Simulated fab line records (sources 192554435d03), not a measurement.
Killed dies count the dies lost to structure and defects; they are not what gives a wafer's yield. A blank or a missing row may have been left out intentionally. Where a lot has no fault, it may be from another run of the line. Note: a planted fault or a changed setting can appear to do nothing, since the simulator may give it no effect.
The tool behind it: which one? | flow n5-finfet | 60 wafers from 20 lots sampled at 6 of the route's 1938 steps

## WHAT THE GAUGES SHOWED, per wafer
The record holds no reading of a measuring or inspecting step that can be judged against a usual standard deviation.

## WHAT TOOL EACH LOT RAN ON (gives the tool, then ch and the chambers of the sampled wafers, and finally the start)
lot  | N5_MOL_CONTACT_COAG_PRE_CLEAN_141 | N5_MOL_CONTACT_COAG_ALD_123       | N5_MOL_CONTACT_COAG_ETCH_90        | N5_MOL_CONTACT_COAG_ETCHBACK_135   | N5_MOL_CONTACT_COAG_ETCH_47        | N5_MOL_CONTACT_COAG_DESCUM_45
L074 | pvd-sputter-01, day 4 19:40       | ald-sin-01 ch 0,1,3, day 5 02:05  | rie-diel-02 ch 0,1,3, day 5 03:15  | rie-diel-04 ch 1,2,3, day 5 03:42  | rie-diel-04 ch 1,2,3, day 5 03:50  | rie-diel-06 ch 0,3, day 5 04:38
L075 | pvd-sputter-03, day 5 00:17       | ald-sin-04 ch 1,2, day 5 05:28    | rie-diel-04 ch 1,2,3, day 5 06:44  | rie-diel-04 ch 0,2,3, day 5 07:08  | rie-diel-04 ch 0,2,3, day 5 07:16  | rie-diel-02 ch 0,1, day 5 08:04
L076 | pvd-sputter-02, day 5 06:04       | ald-sin-01 ch 0,1,2, day 5 11:50  | rie-diel-04 ch 0,1, day 5 13:01    | rie-diel-02 ch 0,3, day 5 13:28    | rie-diel-02 ch 0,3, day 5 13:36    | rie-diel-04 ch 0,1, day 5 14:23
L077 | pvd-sputter-01, day 5 12:02       | ald-sin-01 ch 1,2, day 5 17:42    | rie-diel-02 ch 0,1,3, day 5 19:01  | rie-diel-02 ch 1,2, day 5 19:25    | rie-diel-02 ch 1,2, day 5 19:32    | rie-diel-04 ch 0,1,2, day 5 20:13
L078 | pvd-sputter-02, day 5 21:53       | ald-sin-04 ch 0,1, day 6 03:57    | rie-diel-02 ch 1,2,3, day 6 05:06  | rie-diel-06 ch 0,3, day 6 05:31    | rie-diel-06 ch 0,3, day 6 05:40    | rie-diel-02 ch 0,2,3, day 6 06:27
L079 | pvd-sputter-03, day 6 00:43       | ald-sin-03 ch 0,2,3, day 6 07:16  | rie-diel-04 ch 0,2,3, day 6 08:17  | rie-diel-02 ch 0,3, day 6 08:44    | rie-diel-02 ch 0,3, day 6 08:53    | rie-diel-02 ch 0,1,3, day 6 09:33
L080 | pvd-sputter-01, day 6 05:11       | ald-sin-04 ch 2,3, day 6 10:36    | rie-diel-02 ch 0,3, day 6 11:56    | rie-diel-02 ch 1,2, day 6 12:20    | rie-diel-02 ch 1,2, day 6 12:29    | rie-diel-04 ch 2,3, day 6 13:09
L082 | pvd-sputter-02, day 6 17:24       | ald-sin-04 ch 0,2,3, day 7 00:04  | rie-diel-06 ch 0,3, day 7 01:05    | rie-diel-06 ch 0,2,3, day 7 01:28  | rie-diel-06 ch 0,2,3, day 7 01:37  | rie-diel-06 ch 0,3, day 7 02:17
L083 | pvd-sputter-02, day 6 23:00       | ald-sin-04 ch 0,3, day 7 03:57    | rie-diel-02 ch 0,1, day 7 04:58    | rie-diel-02 ch 1,2,3, day 7 05:21  | rie-diel-02 ch 1,2,3, day 7 05:29  | rie-diel-06 ch 0,2,3, day 7 06:13
L084 | pvd-sputter-03, day 7 05:55       | ald-sin-01 ch 1,2,3, day 7 11:10  | rie-diel-02 ch 2,3, day 7 12:34    | rie-diel-06 ch 2,3, day 7 13:05    | rie-diel-06 ch 2,3, day 7 13:13    | rie-diel-02 ch 1,2,3, day 7 14:01
L085 | pvd-sputter-01, day 7 14:40       | ald-sin-03 ch 1,2,3, day 7 21:09  | rie-diel-06 ch 0,2,3, day 7 22:18  | rie-diel-06 ch 2,3, day 7 22:41    | rie-diel-06 ch 2,3, day 7 22:49    | rie-diel-06 ch 0,2,3, day 7 23:37
L087 | pvd-sputter-01, day 8 00:38       | ald-sin-03 ch 2,3, day 8 06:46    | rie-diel-04 ch 0,1,2, day 8 08:04  | rie-diel-02 ch 0,2,3, day 8 08:33  | rie-diel-02 ch 0,2,3, day 8 08:41  | rie-diel-02 ch 0,2, day 8 09:22
L088 | pvd-sputter-02, day 8 07:07       | ald-sin-01 ch 0,1,2, day 8 15:23  | rie-diel-04 ch 0,1,2, day 8 16:33  | rie-diel-06 ch 0,2, day 8 16:58    | rie-diel-06 ch 0,2, day 8 17:07    | rie-diel-04 ch 0,1,3, day 8 17:46
L090 | pvd-sputter-02, day 8 14:31       | ald-sin-01 ch 0,2, day 8 20:18    | rie-diel-06 ch 0,2, day 8 21:19    | rie-diel-06 ch 0,3, day 8 21:42    | rie-diel-06 ch 0,3, day 8 21:50    | rie-diel-06 ch 2,3, day 8 22:38
L091 | pvd-sputter-03, day 8 22:37       | ald-sin-04 ch 0,1,2, day 9 04:03  | rie-diel-02 ch 0,2,3, day 9 05:16  | rie-diel-06 ch 1,2, day 9 05:48    | rie-diel-06 ch 1,2, day 9 05:56    | rie-diel-02 ch 0,1,2, day 9 06:38
L089 | pvd-sputter-02, day 8 23:34       | ald-sin-04 ch 0,1,3, day 9 05:01  | rie-diel-06 ch 1,2,3, day 9 06:04  | rie-diel-02 ch 0,2,3, day 9 06:26  | rie-diel-02 ch 0,2,3, day 9 06:35  | rie-diel-06 ch 2,3, day 9 07:23
L093 | pvd-sputter-03, day 9 13:15       | ald-sin-01 ch 0,2,3, day 9 19:35  | rie-diel-06 ch 1,3, day 9 20:55    | rie-diel-04 ch 1,3, day 9 22:25    | rie-diel-04 ch 1,3, day 9 22:34    | rie-diel-06 ch 1,2, day 9 23:29
L094 | pvd-sputter-02, day 9 17:11       | ald-sin-01 ch 0,2, day 10 00:15   | rie-diel-04 ch 0,1,2, day 10 01:25 | rie-diel-04 ch 1,2,3, day 10 02:26 | rie-diel-04 ch 1,2,3, day 10 02:34 | rie-diel-06 ch 0,2, day 10 03:14
L096 | pvd-sputter-01, day 10 07:05      | ald-sin-04 ch 1,2,3, day 10 12:31 | rie-diel-04 ch 0,1,3, day 10 13:32 | rie-diel-06 ch 0,1,2, day 10 13:55 | rie-diel-06 ch 0,1,2, day 10 14:04 | rie-diel-04 ch 1,2,3, day 10 14:48
L097 | pvd-sputter-02, day 10 12:20      | ald-sin-01 ch 1,2, day 10 18:05   | rie-diel-06 ch 2,3, day 10 19:06   | rie-diel-02 ch 1,3, day 10 19:29   | rie-diel-02 ch 1,3, day 10 19:37   | rie-diel-02 ch 0,1,2, day 10 21:06
- N5_MOL_CONTACT_COAG_PRE_CLEAN_141: time 60 s.
- N5_MOL_CONTACT_COAG_ALD_123: deposits SiNx, target thk 5 nm, pulse time 1 s, purge time 2 s.
- N5_MOL_CONTACT_COAG_ETCH_90: etches SiARC in CF4, target depth 13 nm, time 21.7 s.
- N5_MOL_CONTACT_COAG_ETCHBACK_135: etches SiO2 in CHF3, target depth 25 nm, time 16.7 s.
- N5_MOL_CONTACT_COAG_ETCH_47: etches SiNx in CH3F/O2, stops on W, target depth 27 nm.
- N5_MOL_CONTACT_COAG_DESCUM_45: chemistry O2, time 7 s.

## AS READ BY THE TOOLS THEMSELVES (means over the sampled wafers that have a number; for cases with no such wafer, the mark the record gives instead)
N5_MOL_CONTACT_COAG_PRE_CLEAN_141. Usual: heater-power-w reads 462 W (standard deviation 35).
lot  | tool           | heater-power-w (W) | flag
L074 | pvd-sputter-01 | 467                |
L075 | pvd-sputter-03 | 475                |
L076 | pvd-sputter-02 | 431                |
L077 | pvd-sputter-01 | 421                |
L078 | pvd-sputter-02 | 445                |
L079 | pvd-sputter-03 | 466                |
L080 | pvd-sputter-01 | 471                |
L082 | pvd-sputter-02 | 430                |
L083 | pvd-sputter-02 | 429                |
L084 | pvd-sputter-03 | 449                |
L085 | pvd-sputter-01 | 470                |
L087 | pvd-sputter-01 | 485                |
L088 | pvd-sputter-02 | 447                |
L090 | pvd-sputter-02 | 461                |
L091 | pvd-sputter-03 | 467                |
L089 | pvd-sputter-02 | 448                |
L093 | pvd-sputter-03 | 506                |
L094 | pvd-sputter-02 | 455                |
L096 | pvd-sputter-01 | 488                |
L097 | pvd-sputter-02 | 466                |

N5_MOL_CONTACT_COAG_ALD_123. Usual: heater-power-w 829 W, standard deviation 100; precursor-pulse-height-rel 1.000, standard deviation 0.018.
lot  | tool       | heater-power-w (W) | precursor-pulse-height-rel | flag
L074 | ald-sin-01 | 809                | 0.996                      |
L075 | ald-sin-04 | 757                | 0.986                      |
L076 | ald-sin-01 | 793                | 1.033                      |
L077 | ald-sin-01 | 725                | 0.991                      |
L078 | ald-sin-04 | 772                | 0.985                      |
L079 | ald-sin-03 | 962                | 1.012                      |
L080 | ald-sin-04 | 835                | 1.003                      |
L082 | ald-sin-04 | 847                | 0.990                      |
L083 | ald-sin-04 | 806                | 0.998                      |
L084 | ald-sin-01 | 742                | 0.991                      |
L085 | ald-sin-03 | 922                | 0.990                      |
L087 | ald-sin-03 | 926                | 0.990                      |
L088 | ald-sin-01 | 798                | 1.007                      |
L090 | ald-sin-01 | 807                | 1.021                      |
L091 | ald-sin-04 | 838                | 1.003                      |
L089 | ald-sin-04 | 786                | 0.988                      |
L093 | ald-sin-01 | 765                | 1.004                      |
L094 | ald-sin-01 | 740                | 1.015                      |
L096 | ald-sin-04 | 790                | 1.021                      |
L097 | ald-sin-01 | 729                | 0.996                      |

N5_MOL_CONTACT_COAG_ETCH_90. Usual: for drypump-motor-current-A, 5.7 A with a standard deviation of 0.38; for etch-rf-on-time-s, 21.6 s with a standard deviation of 0.53; for oes-product-au, 0.67 a.u. with a standard deviation of 0.081; for rf-fwd-power-W, 531.3 W with a standard deviation of 1.7; for rf-vpp-V, 184.1 V with a standard deviation of 1; for showerhead-plenum-p-Torr, 2.14 Torr with a standard deviation of 0.066; for throttle-valve-pct, 15.76 % with a standard deviation of 0.24.
lot  | tool        | drypump-motor-current-A (A) | etch-rf-on-time-s (s) | oes-product-au (a.u.) | rf-fwd-power-W (W) | rf-vpp-V (V) | showerhead-plenum-p-Torr (Torr) | throttle-valve-pct (%) | flag
L074 | rie-diel-02 | 5.5                         | 21.2                  | 0.73                  | 530.8              | 185.0        | 2.23                            | 15.66                  |
L075 | rie-diel-04 | 5.8                         | 21.4                  | 0.69                  | 532.2              | 183.7        | 2.12                            | 15.67                  |
L076 | rie-diel-04 | 5.6                         | 21.1                  | 0.77                  | 530.6              | 184.3        | 2.14                            | 15.53                  |
L077 | rie-diel-02 | 5.5                         | 21.5                  | 0.72                  | 533.2              | 185.3        | 2.22                            | 15.67                  |
L078 | rie-diel-02 | 5.4                         | 21.4                  | 0.67                  | 529.2              | 184.7        | 2.21                            | 15.69                  |
L079 | rie-diel-04 | 6.1                         | 22.0                  | 0.65                  | 533.2              | 183.5        | 2.10                            | 15.70                  |
L080 | rie-diel-02 | 5.5                         | 21.5                  | 0.76                  | 530.3              | 185.4        | 2.21                            | 15.62                  |
L082 | rie-diel-06 | 5.9                         | 21.2                  | 0.58                  | 530.1              | 183.7        | 2.16                            | 15.91                  |
L083 | rie-diel-02 | 5.4                         | 21.3                  | 0.72                  | 531.3              | 185.1        | 2.20                            | 15.82                  |
L084 | rie-diel-02 | 5.2                         | 21.8                  | 0.66                  | 532.0              | 184.2        | 2.18                            | 15.66                  |
L085 | rie-diel-06 | 5.7                         | 21.4                  | 0.60                  | 530.6              | 184.1        | 2.11                            | 15.95                  |
L087 | rie-diel-04 | 6.0                         | 21.6                  | 0.68                  | 531.7              | 183.1        | 2.09                            | 15.59                  |
L088 | rie-diel-04 | 6.0                         | 21.5                  | 0.68                  | 530.9              | 184.2        | 2.09                            | 15.59                  |
L090 | rie-diel-06 | 5.5                         | 21.3                  | 0.60                  | 532.9              | 182.8        | 2.08                            | 15.84                  |
L091 | rie-diel-02 | 5.3                         | 21.3                  | 0.69                  | 529.8              | 184.5        | 2.19                            | 15.68                  |
L089 | rie-diel-06 | 5.8                         | 22.0                  | 0.60                  | 529.6              | 184.1        | 2.12                            | 16.05                  |
L093 | rie-diel-06 | 6.0                         | 22.4                  | 0.58                  | 530.9              | 184.1        | 2.17                            | 16.13                  |
L094 | rie-diel-04 | 6.0                         | 21.8                  | 0.67                  | 530.7              | 183.5        | 2.09                            | 15.62                  |
L096 | rie-diel-04 | 5.7                         | 21.6                  | 0.66                  | 530.9              | 184.2        | 2.12                            | 15.75                  |
L097 | rie-diel-06 | 5.7                         | 21.8                  | 0.76                  | 530.2              | 182.9        | 2.08                            | 15.79                  |

N5_MOL_CONTACT_COAG_ETCHBACK_135. Usual: drypump-motor-current-A 5.6 A, standard deviation 0.38; oes-product-au 0.76 a.u., standard deviation 0.089; rf-fwd-power-W 598.1 W, standard deviation 2.6; rf-vpp-V 519 V, standard deviation 7.7; showerhead-plenum-p-Torr 2.39 Torr, standard deviation 0.072; throttle-valve-pct 18.93 %, standard deviation 0.24.
lot  | tool        | drypump-motor-current-A (A) | oes-product-au (a.u.) | rf-fwd-power-W (W) | rf-vpp-V (V) | showerhead-plenum-p-Torr (Torr) | throttle-valve-pct (%) | flag
L074 | rie-diel-04 | 5.8                         | 0.81                  | 598.0              | 527          | 2.36                            | 18.78                  |
L075 | rie-diel-04 | 6.1                         | 0.77                  | 597.0              | 527          | 2.33                            | 18.80                  |
L076 | rie-diel-02 | 5.6                         | 0.89                  | 598.1              | 521          | 2.50                            | 18.72                  |
L077 | rie-diel-02 | 5.2                         | 0.72                  | 600.4              | 511          | 2.41                            | 18.86                  |
L078 | rie-diel-06 | 5.9                         | 0.69                  | 594.6              | 520          | 2.39                            | 19.22                  |
L079 | rie-diel-02 | 5.6                         | 0.88                  | 595.4              | 519          | 2.49                            | 18.72                  |
L080 | rie-diel-02 | 5.4                         | 0.73                  | 599.9              | 505          | 2.44                            | 18.93                  |
L082 | rie-diel-06 | 5.7                         | 0.70                  | 600.5              | 519          | 2.36                            | 19.11                  |
L083 | rie-diel-02 | 5.4                         | 0.76                  | 598.5              | 511          | 2.45                            | 18.83                  |
L084 | rie-diel-06 | 5.7                         | 0.71                  | 597.5              | 520          | 2.34                            | 19.31                  |
L085 | rie-diel-06 | 5.7                         | 0.70                  | 595.1              | 521          | 2.34                            | 19.31                  |
L087 | rie-diel-02 | 5.3                         | 0.81                  | 595.5              | 520          | 2.44                            | 18.82                  |
L088 | rie-diel-06 | 5.7                         | 0.69                  | 597.7              | 516          | 2.38                            | 18.97                  |
L090 | rie-diel-06 | 5.9                         | 0.66                  | 593.9              | 517          | 2.40                            | 19.11                  |
L091 | rie-diel-06 | 5.6                         | 0.70                  | 601.0              | 518          | 2.34                            | 19.10                  |
L089 | rie-diel-02 | 5.4                         | 0.81                  | 597.4              | 520          | 2.44                            | 18.84                  |
L093 | rie-diel-04 | 5.6                         | 0.77                  | 597.7              | 530          | 2.38                            | 18.98                  |
L094 | rie-diel-04 | 5.8                         | 0.76                  | 599.5              | 527          | 2.35                            | 18.85                  |
L096 | rie-diel-06 | 5.8                         | 0.80                  | 601.5              | 518          | 2.38                            | 18.91                  |
L097 | rie-diel-02 | 5.6                         | 0.74                  | 600.9              | 505          | 2.47                            | 18.93                  |

N5_MOL_CONTACT_COAG_ETCH_47. Usual: for drypump-motor-current-A, 5.6 A with a standard deviation of 0.38; for etch-rf-on-time-s, 31.2 s with a standard deviation of 0.63; for oes-product-au, 0.68 a.u. with a standard deviation of 0.079; for rf-fwd-power-W, 386.1 W with a standard deviation of 1.6; for rf-vpp-V, 295 V with a standard deviation of 4.1; for showerhead-plenum-p-Torr, 2.01 Torr with a standard deviation of 0.063; for throttle-valve-pct, 16.55 % with a standard deviation of 0.24.
lot  | tool        | drypump-motor-current-A (A) | etch-rf-on-time-s (s) | oes-product-au (a.u.) | rf-fwd-power-W (W) | rf-vpp-V (V) | showerhead-plenum-p-Torr (Torr) | throttle-valve-pct (%) | flag
L074 | rie-diel-04 | 5.8                         | 31.2                  | 0.72                  | 385.2              | 300          | 1.98                            | 16.37                  |
L075 | rie-diel-04 | 6.0                         | 31.4                  | 0.68                  | 384.5              | 298          | 1.95                            | 16.43                  |
L076 | rie-diel-02 | 5.6                         | 30.8                  | 0.80                  | 384.5              | 295          | 2.10                            | 16.29                  |
L077 | rie-diel-02 | 5.2                         | 31.6                  | 0.65                  | 386.6              | 291          | 2.03                            | 16.51                  |
L078 | rie-diel-06 | 5.9                         | 31.4                  | 0.62                  | 384.7              | 295          | 2.01                            | 16.84                  |
L079 | rie-diel-02 | 5.6                         | 31.0                  | 0.79                  | 384.9              | 295          | 2.10                            | 16.29                  |
L080 | rie-diel-02 | 5.4                         | 31.9                  | 0.64                  | 387.1              | 289          | 2.05                            | 16.58                  |
L082 | rie-diel-06 | 5.7                         | 31.8                  | 0.62                  | 386.1              | 295          | 1.98                            | 16.75                  |
L083 | rie-diel-02 | 5.4                         | 31.3                  | 0.69                  | 386.8              | 290          | 2.06                            | 16.45                  |
L084 | rie-diel-06 | 5.7                         | 31.2                  | 0.63                  | 387.6              | 296          | 1.96                            | 16.93                  |
L085 | rie-diel-06 | 5.7                         | 31.4                  | 0.63                  | 386.2              | 295          | 1.96                            | 16.93                  |
L087 | rie-diel-02 | 5.3                         | 31.5                  | 0.72                  | 386.8              | 295          | 2.05                            | 16.43                  |
L088 | rie-diel-06 | 5.7                         | 30.8                  | 0.61                  | 387.0              | 293          | 2.00                            | 16.61                  |
L090 | rie-diel-06 | 6.0                         | 31.7                  | 0.59                  | 384.6              | 294          | 2.02                            | 16.75                  |
L091 | rie-diel-06 | 5.6                         | 31.6                  | 0.63                  | 387.1              | 294          | 1.97                            | 16.73                  |
L089 | rie-diel-02 | 5.3                         | 31.3                  | 0.72                  | 385.4              | 294          | 2.05                            | 16.44                  |
L093 | rie-diel-04 | 5.6                         | 30.9                  | 0.68                  | 385.7              | 300          | 2.00                            | 16.58                  |
L094 | rie-diel-04 | 5.8                         | 31.1                  | 0.69                  | 386.0              | 299          | 1.97                            | 16.45                  |
L096 | rie-diel-06 | 5.8                         | 30.8                  | 0.72                  | 385.9              | 293          | 2.00                            | 16.52                  |
L097 | rie-diel-02 | 5.6                         | 31.0                  | 0.66                  | 387.0              | 287          | 2.08                            | 16.56                  |

N5_MOL_CONTACT_COAG_DESCUM_45. Usual: drypump-motor-current-A 5.7 A, standard deviation 0.38; oes-product-au 0.77 a.u., standard deviation 0.09; rf-fwd-power-W 49.33 W, standard deviation 0.2; rf-vpp-V 243.2 V, standard deviation 1.4; showerhead-plenum-p-Torr 2.09 Torr, standard deviation 0.074; throttle-valve-pct 20.60 %, standard deviation 0.2.
lot  | tool        | drypump-motor-current-A (A) | oes-product-au (a.u.) | rf-fwd-power-W (W) | rf-vpp-V (V) | showerhead-plenum-p-Torr (Torr) | throttle-valve-pct (%) | flag
L074 | rie-diel-06 | 5.9                         | 0.68                  | 49.09              | 243.4        | 2.11                            | 20.64                  |
L075 | rie-diel-02 | 5.4                         | 0.88                  | 49.27              | 243.8        | 2.14                            | 20.56                  |
L076 | rie-diel-04 | 5.6                         | 0.88                  | 49.32              | 242.8        | 2.09                            | 20.37                  |
L077 | rie-diel-04 | 6.0                         | 0.83                  | 49.50              | 243.1        | 2.05                            | 20.37                  |
L078 | rie-diel-02 | 5.4                         | 0.84                  | 49.23              | 243.9        | 2.15                            | 20.49                  |
L079 | rie-diel-02 | 5.5                         | 0.84                  | 49.28              | 244.6        | 2.18                            | 20.59                  |
L080 | rie-diel-04 | 5.9                         | 0.74                  | 49.30              | 242.5        | 2.05                            | 20.56                  |
L082 | rie-diel-06 | 5.9                         | 0.68                  | 49.21              | 242.9        | 2.08                            | 20.84                  |
L083 | rie-diel-06 | 5.7                         | 0.69                  | 49.28              | 243.1        | 2.06                            | 20.72                  |
L084 | rie-diel-02 | 5.5                         | 0.77                  | 49.41              | 243.7        | 2.17                            | 20.62                  |
L085 | rie-diel-06 | 5.7                         | 0.69                  | 49.37              | 243.2        | 2.05                            | 20.73                  |
L087 | rie-diel-02 | 5.2                         | 0.83                  | 49.35              | 243.5        | 2.09                            | 20.49                  |
L088 | rie-diel-04 | 5.7                         | 0.79                  | 49.32              | 242.4        | 2.07                            | 20.53                  |
L090 | rie-diel-06 | 5.5                         | 0.70                  | 49.50              | 241.2        | 2.01                            | 20.78                  |
L091 | rie-diel-02 | 5.3                         | 0.77                  | 49.61              | 243.4        | 2.12                            | 20.61                  |
L089 | rie-diel-06 | 5.7                         | 0.69                  | 49.31              | 242.1        | 2.03                            | 20.92                  |
L093 | rie-diel-06 | 5.5                         | 0.70                  | 49.48              | 242.7        | 2.03                            | 20.69                  |
L094 | rie-diel-06 | 5.7                         | 0.92                  | 49.31              | 242.4        | 2.07                            | 20.29                  |
L096 | rie-diel-04 | 5.8                         | 0.76                  | 49.41              | 242.3        | 2.05                            | 20.51                  |
L097 | rie-diel-02 | 5.3                         | 0.75                  | 49.53              | 243.5        | 2.12                            | 20.64                  |

## THE ANSWER, worked out from the rows above alone
Rule: a lot is off if the mean of its wafers that have a number lies more than 3 standard deviations from the usual mean. Also off: a lot with no number at a reading for which 4 or more lots have one. Where the step has rows for the other lots, those lots are counted as sound. Order of review: gauges by route order, followed by the tools' own readings, for which a lot's mean as printed above is used. The first step at which some lot is off is used, and at that step the reading that is off furthest; a lot without a number counts as furthest.
Nothing can be told from this: no lot is off at any reading shown.

## WHAT HAD BEEN PUT IN BY THE SIMULATOR
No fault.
